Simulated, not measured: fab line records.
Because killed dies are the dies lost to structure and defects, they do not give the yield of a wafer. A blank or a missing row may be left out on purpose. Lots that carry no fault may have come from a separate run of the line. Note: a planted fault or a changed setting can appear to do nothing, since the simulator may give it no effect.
Matching of chambers || flow n5-finfet || rie-diel-04 running N5_MOL_CONTACT_COAG_ETCHBACK_136: 4 sister chambers
The step etches SiO2 in CHF3, target depth 25 nm, time 16.7 s. 8 wafers are shown with their chamber, then 11 later ones without.

EACH WAFER AND ITS CHAMBER
{"wafer": "L085.3", "chamber": 1, "drypump-motor-current-A (A)": 6.2, "showerhead-plenum-p-Torr (Torr)": 2.34}
{"wafer": "L085.4", "chamber": 1, "drypump-motor-current-A (A)": 6.2, "showerhead-plenum-p-Torr (Torr)": 2.34}
{"wafer": "L088.1", "chamber": 3, "drypump-motor-current-A (A)": 5.5, "showerhead-plenum-p-Torr (Torr)": 2.44}
{"wafer": "L088.2", "chamber": 2, "drypump-motor-current-A (A)": 5.5, "showerhead-plenum-p-Torr (Torr)": 2.38}
{"wafer": "L088.4", "chamber": 2, "drypump-motor-current-A (A)": 5.6, "showerhead-plenum-p-Torr (Torr)": 2.38}
{"wafer": "L089.2", "chamber": 3, "drypump-motor-current-A (A)": 5.5, "showerhead-plenum-p-Torr (Torr)": 2.43}
{"wafer": "L089.5", "chamber": 0, "drypump-motor-current-A (A)": 6.2, "showerhead-plenum-p-Torr (Torr)": 2.43}
{"wafer": "L090.2", "chamber": 0, "drypump-motor-current-A (A)": 6.2, "showerhead-plenum-p-Torr (Torr)": 2.43}

WAFERS WITHOUT THEIR CHAMBER
{"wafer": "L090.3", "drypump-motor-current-A (A)": 5.6, "showerhead-plenum-p-Torr (Torr)": 2.37}
{"wafer": "L090.6", "drypump-motor-current-A (A)": 5.5, "showerhead-plenum-p-Torr (Torr)": 2.43}
{"wafer": "L094.1", "drypump-motor-current-A (A)": 5.5, "showerhead-plenum-p-Torr (Torr)": 2.37}
{"wafer": "L094.2", "drypump-motor-current-A (A)": 6.2, "showerhead-plenum-p-Torr (Torr)": 2.34}
{"wafer": "L094.3", "drypump-motor-current-A (A)": 5.5, "showerhead-plenum-p-Torr (Torr)": 2.43}
{"wafer": "L095.4", "drypump-motor-current-A (A)": 6.2, "showerhead-plenum-p-Torr (Torr)": 2.43}
{"wafer": "L095.5", "drypump-motor-current-A (A)": 6.2, "showerhead-plenum-p-Torr (Torr)": 2.43}
{"wafer": "L095.6", "drypump-motor-current-A (A)": 6.3, "showerhead-plenum-p-Torr (Torr)": 2.34}
{"wafer": "L097.1", "drypump-motor-current-A (A)": 6.2, "showerhead-plenum-p-Torr (Torr)": 2.34}
{"wafer": "L097.2", "drypump-motor-current-A (A)": 5.5, "showerhead-plenum-p-Torr (Torr)": 2.37}
{"wafer": "L097.5", "drypump-motor-current-A (A)": 5.5, "showerhead-plenum-p-Torr (Torr)": 2.43}

EACH ONE'S CHAMBER
{"wafer": "L090.3", "from the rows above": 2, "in truth": 2}
{"wafer": "L090.6", "from the rows above": 3, "in truth": 3}
{"wafer": "L094.1", "from the rows above": 2, "in truth": 2}
{"wafer": "L094.2", "from the rows above": 1, "in truth": 1}
{"wafer": "L094.3", "from the rows above": 3, "in truth": 3}
{"wafer": "L095.4", "from the rows above": 0, "in truth": 0}
{"wafer": "L095.5", "from the rows above": 0, "in truth": 0}
{"wafer": "L095.6", "from the rows above": 1, "in truth": 1}
{"wafer": "L097.1", "from the rows above": 1, "in truth": 1}
{"wafer": "L097.2", "from the rows above": 2, "in truth": 2}
{"wafer": "L097.5", "from the rows above": 3, "in truth": 3}
Correct placement for 11 of the 11. Number that these rows cannot place: 0. 0 placed wrongly.
How it was worked out, from the rows above alone: a wafer's distance from a chamber is the root of the sum, over the readings, of the square of ((its reading less the chamber's mean) divided by the reading's scatter). If the next closest chamber is less than 2 further off than the closest, the wafer can't be placed; otherwise it belongs to the closest. A chamber's mean is the mean of its shown wafers. The scatter: take each reading less its chamber's mean, square it, sum over the shown wafers, divide by the number of wafers less the number of chambers, and take the root.
